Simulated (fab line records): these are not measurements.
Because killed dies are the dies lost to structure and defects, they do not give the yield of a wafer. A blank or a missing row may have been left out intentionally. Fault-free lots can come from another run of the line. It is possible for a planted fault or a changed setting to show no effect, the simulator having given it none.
A struck lot beside a sound one	flow n5 finfet	38 steps out of a route of 1938
Sound: wafers L496.1, L496.3, L496.5. Struck: wafer L500.1 (left out: L500.3, L500.5 of the same lot, which were not struck); the cause appears at the end.
Order at every step that has rows: each side's tool, ch and its chambers, its first start. Under that, the readings that differ: sound wafers	struck wafers	difference of the means	sigmas: that difference in standard deviations of wafers without a fault.
alike: readings with means less than 2 such deviations apart, plus words and numbers identical on both sides. not compared: withheld readings, readings lacking a value on some wafer, bounds such as >300 that could conceal the same value, and numbers that have no deviation in the record and whose values overlap.
A row with sigmas, a row that says differs or no value, or rows on one side alone: a step with any of these is where the two part. Non-overlapping numbers with no deviation appear without sigmas and do not part them. A reading that every wafer of one side lacks parts them only if that side has two wafers or more.

first, 9 steps without rows for these wafers: N5_MOL_CONTACT_COAG_SPUTTER_130 (material Co, target thk 47.5 nm); N5_MOL_CONTACT_COAG_PRECLEAN_125 (cleans in DIW, time 57.5 s); N5_MOL_CONTACT_COAG_SRD_126 (dry time 32 s); N5_MOL_CONTACT_COAG_CMP_23 (polishes, stops on SiO2, t overpolish 1.5 s, target thk 0 nm); N5_MOL_CONTACT_COAG_WET_ETCH_26 (target Co, target depth 13 nm); N5_MOL_CONTACT_COAG_WET_ETCH_116 (etches the open film in SC1-inhibited, target depth 4.6 nm, rinse time 30 s); N5_MOL_CONTACT_COAG_ALD_27 (deposits SiOC, target thk 17 nm, pulse time 1.5 s, time 2720 s); N5_MOL_CONTACT_COAG_CMP_28 (polishes, stops on SiNx, t overpolish 0.85 s, target thk 14.522 nm); N5_MOL_CONTACT_COAG_ALD_123 (deposits SiNx, target thk 5 nm, pulse time 1 s, purge time 2 s).
N5_MOL_CONTACT_COAG_PECVD_31: deposits SiO2 from TEOS/O2, target thk 46 nm, time 8.9 s.
  sound on pecvd-01 ch 1,2, day 5 19:02; struck on pecvd-01 ch 2, day 6 16:57
reading	sound	struck	difference	sigmas
susceptor temp C (C)	399.99 400.01 400.17	383.79	-16.27	-74
model.SiO2_of_MOL_CONTACT_COAG_PECVD_31.thk nm (nm)	44.8 44.8 45.6	48.8	+3.7	
then, 19 steps without rows for these wafers: N5_MOL_CONTACT_COAG_COAT_75 (time 60 s, resist thk 60 nm); N5_MOL_CONTACT_COAG_COAT_76 (time 60 s, resist thk 10 nm); N5_MOL_CONTACT_COAG_COAT_77 (time 60 s, resist thk 10 nm); N5_MOL_CONTACT_COAG_COAT_78 (resist thk 40 nm); N5_MOL_CONTACT_COAG_EBR_80; N5_MOL_CONTACT_COAG_SOFTBAKE_79 (time 60 s); N5_MOL_CONTACT_COAG_EXPOSE_81 (exposes mask VG, defocus 0 nm); N5_MOL_CONTACT_COAG_PEB_82 (peb time 60 s); N5_MOL_CONTACT_COAG_DEVELOP_83 (develop time 30 s); N5_MOL_CONTACT_COAG_DESCUM_88 (chemistry O2, time 7 s); N5_MOL_CONTACT_COAG_ETCH_89 (etches underlayer in N2/H2, target depth 13 nm, time 10.4 s); N5_MOL_CONTACT_COAG_ETCH_90 (etches SiARC in CF4, target depth 13 nm, time 21.7 s); N5_MOL_CONTACT_COAG_ALD_131 (deposits SiO2, target thk 5 nm, pulse time 1 s, co reactant pulse time 1 s); N5_MOL_CONTACT_COAG_ETCHBACK_132 (etches SiO2 in CHF3, target depth 10 nm, time 6.7 s); N5_MOL_CONTACT_COAG_ETCH_91 (etches SOC in N2/H2, target depth 60 nm, overetch 21 nm, time 101.2 s); N5_MOL_CONTACT_COAG_STRIP_92 (strips in N2/H2); N5_MOL_CONTACT_COAG_STRIP_93 (strips in N2/H2); N5_MOL_CONTACT_COAG_ETCHBACK_135 (etches SiO2 in CHF3, target depth 25 nm, time 16.7 s); N5_MOL_CONTACT_COAG_STRIP_118 (strips in CHF3).
N5_MOL_CONTACT_COAG_VIA_ETCH_46: etches SiO2 in C4F6/O2, target depth 46 nm, overetch 9.2 nm, time 40 s.
  sound on rie diel-01 ch 1,2, day 5 19:58; struck on rie diel-03 ch 1, day 6 18:34
reading	sound	struck	difference	sigmas
model.etch.depth nm (nm)	44.8 44.83 45.63	48.88	+3.79	
  alike: drypump motor current A, oes product au, rf vpp V, showerhead plenum p Torr, throttle valve pct
  not compared: rf hours counter h
then, 5 steps without rows for these wafers: N5_MOL_CONTACT_COAG_STRIP_96 (strips in N2/H2); N5_MOL_CONTACT_COAG_ETCH_47 (etches SiNx in CH3F/O2, stops on W, target depth 27 nm); N5_MOL_CONTACT_COAG_STRIP_119 (strips in N2/H2, time 30 s); N5_MOL_CONTACT_COAG_PRECLEAN_144 (cleans in alkaline clean, time 60 s); N5_MOL_CONTACT_COAG_SRD_145 (time 30 s).
N5_MOL_CONTACT_COAG_CMP_52: polishes, stops on SiO2, t overpolish 1.5 s, target thk 66.5 nm.
  sound on cmp-02 ch 0,2, day 5 22:02; struck on cmp-04 ch 2, day 6 21:42
reading	sound	struck	difference	sigmas
slurry flow ml min	149.4 150.2 149.3	150.9	+1.3	+3
model.SiO2_of_MOL_CONTACT_COAG_PECVD_31.thk nm (nm)	42.8 42.8 43.6	46.8	+3.7	
  alike: motor current A, slurry filter dp kPa
N5_MOL_CONTACT_COAG_THK_MEAS_53:
  sound on film metro-01 at day 5 22:20; struck on film metro-02 at day 6 21:58
reading	sound	struck	difference	sigmas
VIA_MOL_THK (nm)	42.7 42.8 43.5	46.8	+3.8	+6
then, 1 step without rows for these wafers: N5_PASSIVATION_PROBE_49.

## WHERE THEY PART
First at N5_MOL_CONTACT_COAG_PECVD_31; last, within this record, at N5_MOL_CONTACT_COAG_THK_MEAS_53.

WHY: whatever the simulator had introduced
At N5_MOL_CONTACT_COAG_PECVD_31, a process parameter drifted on pecvd-01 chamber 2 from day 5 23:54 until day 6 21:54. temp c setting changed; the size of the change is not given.
